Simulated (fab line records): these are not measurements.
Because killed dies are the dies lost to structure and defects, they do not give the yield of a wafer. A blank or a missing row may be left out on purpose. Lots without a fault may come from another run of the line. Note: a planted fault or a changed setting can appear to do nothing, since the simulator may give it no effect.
Chamber matching :: flow n5 finfet :: pecvd-04 running N5_BEOL_M11_PECVD_70: 3 sister chambers
The step deposits SiO2 from TEOS/O2, target thk 20 nm, time 22.7 s. 18 wafers are shown with their chamber, then 9 later ones without.

WAFERS PAIRED WITH THEIR CHAMBERS
wafer: L078.1
chamber: 0
throttle valve pct (%): 23.9
showerhead plenum p Torr (Torr): 8.76
rf fwd power W (W): 444.0

wafer: L078.2
chamber: 2
throttle valve pct (%): 20.7
showerhead plenum p Torr (Torr): 8.75
rf fwd power W (W): 442.8

wafer: L078.6
chamber: 2
throttle valve pct (%): 20.7
showerhead plenum p Torr (Torr): 8.75
rf fwd power W (W): 442.0

wafer: L079.1
chamber: 1
throttle valve pct (%): 25.6
showerhead plenum p Torr (Torr): 8.78
rf fwd power W (W): 446.2

wafer: L079.2
chamber: 0
throttle valve pct (%): 23.7
showerhead plenum p Torr (Torr): 8.78
rf fwd power W (W): 442.6

wafer: L079.5
chamber: 1
throttle valve pct (%): 25.5
showerhead plenum p Torr (Torr): 8.80
rf fwd power W (W): 447.1

wafer: L082.1
chamber: 1
throttle valve pct (%): 25.3
showerhead plenum p Torr (Torr): 8.80
rf fwd power W (W): 445.0

wafer: L082.2
chamber: 0
throttle valve pct (%): 23.7
showerhead plenum p Torr (Torr): 8.78
rf fwd power W (W): 443.9

wafer: L082.3
chamber: 2
throttle valve pct (%): 20.8
showerhead plenum p Torr (Torr): 8.74
rf fwd power W (W): 443.3

wafer: L083.4
chamber: 1
throttle valve pct (%): 25.8
showerhead plenum p Torr (Torr): 8.77
rf fwd power W (W): 444.1

wafer: L083.5
chamber: 0
throttle valve pct (%): 23.4
showerhead plenum p Torr (Torr): 8.78
rf fwd power W (W): 445.5

wafer: L083.6
chamber: 2
throttle valve pct (%): 20.6
showerhead plenum p Torr (Torr): 8.73
rf fwd power W (W): 443.1

wafer: L086.2
chamber: 1
throttle valve pct (%): 25.8
showerhead plenum p Torr (Torr): 8.80
rf fwd power W (W): 445.1

wafer: L086.4
chamber: 2
throttle valve pct (%): 20.9
showerhead plenum p Torr (Torr): 8.75
rf fwd power W (W): 441.9

wafer: L086.5
chamber: 0
throttle valve pct (%): 23.8
showerhead plenum p Torr (Torr): 8.78
rf fwd power W (W): 444.1

wafer: L090.3
chamber: 2
throttle valve pct (%): 20.5
showerhead plenum p Torr (Torr): 8.72
rf fwd power W (W): 442.7

wafer: L090.4
chamber: 1
throttle valve pct (%): 25.6
showerhead plenum p Torr (Torr): 8.80
rf fwd power W (W): 443.8

wafer: L090.6
chamber: 2
throttle valve pct (%): 21.3
showerhead plenum p Torr (Torr): 8.71
rf fwd power W (W): 442.7

SIGNATURES, as means of the wafers listed above
reading: throttle valve pct
chamber 0: 23.700
chamber 1: 25.600
chamber 2: 20.786
scatter within a chamber: 0.22

reading: showerhead plenum p Torr
chamber 0: 8.7760
chamber 1: 8.7917
chamber 2: 8.7357
scatter within a chamber: 0.0136

reading: rf fwd power W
chamber 0: 444.020
chamber 1: 445.217
chamber 2: 442.643
scatter within a chamber: 0.955
Rule: a wafer's distance from a chamber is the root of the sum, over the readings, of the square of ((its reading less the chamber's mean) divided by the reading's scatter). The wafer belongs to the nearest chamber; if the next one is less than 2 further off, it can't be placed. The scatter is the square root of a quotient: the sum, over the shown wafers, of each reading's squared deviation from its chamber's mean, divided by wafers minus chambers.

WAFERS MISSING THEIR CHAMBER
wafer: L089.3
throttle valve pct (%): 21.0
showerhead plenum p Torr (Torr): 8.74
rf fwd power W (W): 440.3

wafer: L089.4
throttle valve pct (%): 23.5
showerhead plenum p Torr (Torr): 8.78
rf fwd power W (W): 442.4

wafer: L089.5
throttle valve pct (%): 25.7
showerhead plenum p Torr (Torr): 8.78
rf fwd power W (W): 444.9

wafer: L094.2
throttle valve pct (%): 25.7
showerhead plenum p Torr (Torr): 8.78
rf fwd power W (W): 444.1

wafer: L094.3
throttle valve pct (%): 20.9
showerhead plenum p Torr (Torr): 8.72
rf fwd power W (W): 443.1

wafer: L094.6
throttle valve pct (%): 20.8
showerhead plenum p Torr (Torr): 8.71
rf fwd power W (W): 443.8

wafer: L096.1
throttle valve pct (%): 25.4
showerhead plenum p Torr (Torr): 8.79
rf fwd power W (W): 445.2

wafer: L096.2
throttle valve pct (%): 23.5
showerhead plenum p Torr (Torr): 8.76
rf fwd power W (W): 446.5

wafer: L096.5
throttle valve pct (%): 20.9
showerhead plenum p Torr (Torr): 8.76
rf fwd power W (W): 442.1

THE CHAMBER EACH PASSED THROUGH
wafer: L089.3
from the rows above: 2
in truth: 2

wafer: L089.4
from the rows above: 0
in truth: 0

wafer: L089.5
from the rows above: 1
in truth: 1

wafer: L094.2
from the rows above: 1
in truth: 1

wafer: L094.3
from the rows above: 2
in truth: 2

wafer: L094.6
from the rows above: 2
in truth: 2

wafer: L096.1
from the rows above: 1
in truth: 1

wafer: L096.2
from the rows above: 0
in truth: 0

wafer: L096.5
from the rows above: 2
in truth: 2
Correctly placed: 9 of 9. Can't be placed from these rows: 0. Placed wrongly: 0.
